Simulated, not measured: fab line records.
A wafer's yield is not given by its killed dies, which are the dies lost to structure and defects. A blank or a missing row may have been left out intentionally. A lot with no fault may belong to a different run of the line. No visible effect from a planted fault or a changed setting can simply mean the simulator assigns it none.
Split-lot experiment    flow n5_finfet    21 wafers read from 7 lots, route of 1938 steps

## THE SPLIT ITSELF
At N5_BEOL_M4_DESCUM_33 (chemistry O2, time 7 s), the setting time_s was moved away from the recipe's 7 s on 8 of the 21 wafers read, by -11.3% to +19.9%. For the rest of the wafers, this setting stayed at what the recipe calls for.

## FROM THE SPLIT TO THE READING: what the file shows between them, 3 steps
- N5_BEOL_M4_ETCH_77: etches underlayer in N2/H2, target depth 6.5 nm, time 5.2 s
- N5_BEOL_M4_ETCH_69: etches SiARC in CF4, target depth 15.6 nm, time 26 s
- N5_BEOL_M4_ALD_98: deposits SiO2, target thk 2.5 nm, pulse time 1 s, co reactant pulse time 1 s

## THE READING
CAR-EUV_of_BEOL_M4_COAT_22.thk_nm (the simulator's own value, which no gauge read), in nm, at N5_BEOL_M4_ETCHBACK_99 (etches SiO2 in CHF3, target depth 5 nm, time 10.4 s). The file gives no usual value for it. Here, 13 wafers ran the recipe; their average is 10.4 nm with a standard deviation of 0.12 nm.

wafer   tool, chamber at the split  time_s as run, s  against the recipe  CAR-EUV_of_BEOL_M4_COAT_22.thk_nm, nm  against lot-mates on the recipe
L074.2  rie_diel-04, 0              7.922             +13.2%              10                                     -0.4
L074.4  rie_diel-04, 1              7                 recipe              10.4                                   -
L074.6  rie_diel-04, 0              7.922             +13.2%              10.2                                   -0.2
L076.1  rie_diel-01, 1,2            6.211             -11.3%              10.8                                   +0.4
L076.4  rie_diel-01, 1,2            6.211             -11.3%              10.8                                   +0.4
L076.2  rie_diel-01, 0              7                 recipe              10.4                                   -
L077.1  rie_diel-04, 2              7                 recipe              10.4                                   -
L077.6  rie_diel-04, 2              7                 recipe              10.4                                   -
L077.2  rie_diel-04, 3              7                 recipe              10.6                                   -
L085.1  rie_diel-01, 3,1            8.173             +16.8%              9.6                                    -0.8
L085.5  rie_diel-01, 0              7                 recipe              10.4                                   -
L085.6  rie_diel-01, 3,1            8.173             +16.8%              9.8                                    -0.6
L089.1  rie_diel-01, 3,0,1          7                 recipe              10.2                                   -
L089.6  rie_diel-01, 3,0,1          7                 recipe              10.2                                   -
L089.3  rie_diel-01, 3,0,1          7                 recipe              10.4                                   -
L095.1  rie_diel-01, 1              7                 recipe              10.4                                   -
L095.2  rie_diel-01, 0,3            8.392             +19.9%              9.8                                    -0.6
L095.6  rie_diel-01, 0,3            8.392             +19.9%              9.6                                    -0.8
L096.1  rie_diel-06, 0              7                 recipe              10.4                                   -
L096.4  rie_diel-06, 0              7                 recipe              10.6                                   -
L096.5  rie_diel-06, 2              7                 recipe              10.2                                   -
Rows listing several chambers each stand for several wafers; the file does not say which wafer went through which chamber.

FIT RESULTS
A straight line over all 21 wafers: CAR-EUV_of_BEOL_M4_COAT_22.thk_nm changes by -0.0347 nm for each +1% of time_s; r = -0.93; the points scatter about the line by 0.13 nm.
The same after taking each lot's own level away (the mean of its wafers on the recipe; 21 wafers): -0.0351 nm for each +1%; r = -0.94; scatter 0.12 nm.
The reading moves by 0.7 nm for the largest change in time_s, on that fit.
The span of the lots' own levels, 10.27 to 10.47 nm, comes to 1.6 times the standard deviation stated above.
Hence the lot-to-lot level has little effect on the slope; both slopes agree.
Check: for one of the wafers moved furthest among these (+19.9%), held out of the fit, the line's prediction against its lot-mates is -0.717 nm. Against them it came out at -0.6 nm.

## THE WHOLE CHAIN: every reading that the file lists as answering this split, in the file's order
step                    what it does                                                 reading                                                                             change (the file's fit)                 r (the file's)
N5_BEOL_M4_DESCUM_33    chemistry O2, time 7 s                                       CAR-EUV_of_BEOL_M4_COAT_22.thk_nm (the simulator's own value, which no gauge read)  -0.0302 nm for each +1% of the setting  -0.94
N5_BEOL_M4_ETCH_77      etches underlayer in N2/H2, target depth 6.5 nm, time 5.2 s  CAR-EUV_of_BEOL_M4_COAT_22.thk_nm (the simulator's own value, which no gauge read)  -0.0363 nm for each +1% of the setting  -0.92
N5_BEOL_M4_ETCH_69      etches SiARC in CF4, target depth 15.6 nm, time 26 s         CAR-EUV_of_BEOL_M4_COAT_22.thk_nm (the simulator's own value, which no gauge read)  -0.0383 nm for each +1% of the setting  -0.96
N5_BEOL_M4_ETCHBACK_99  etches SiO2 in CHF3, target depth 5 nm, time 10.4 s          CAR-EUV_of_BEOL_M4_COAT_22.thk_nm (the simulator's own value, which no gauge read)  -0.0349 nm for each +1% of the setting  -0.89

## FILE'S OWN FIT
CAR-EUV_of_BEOL_M4_COAT_22.thk_nm changes by -0.0349 nm for each +1% of time_s, r = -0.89.
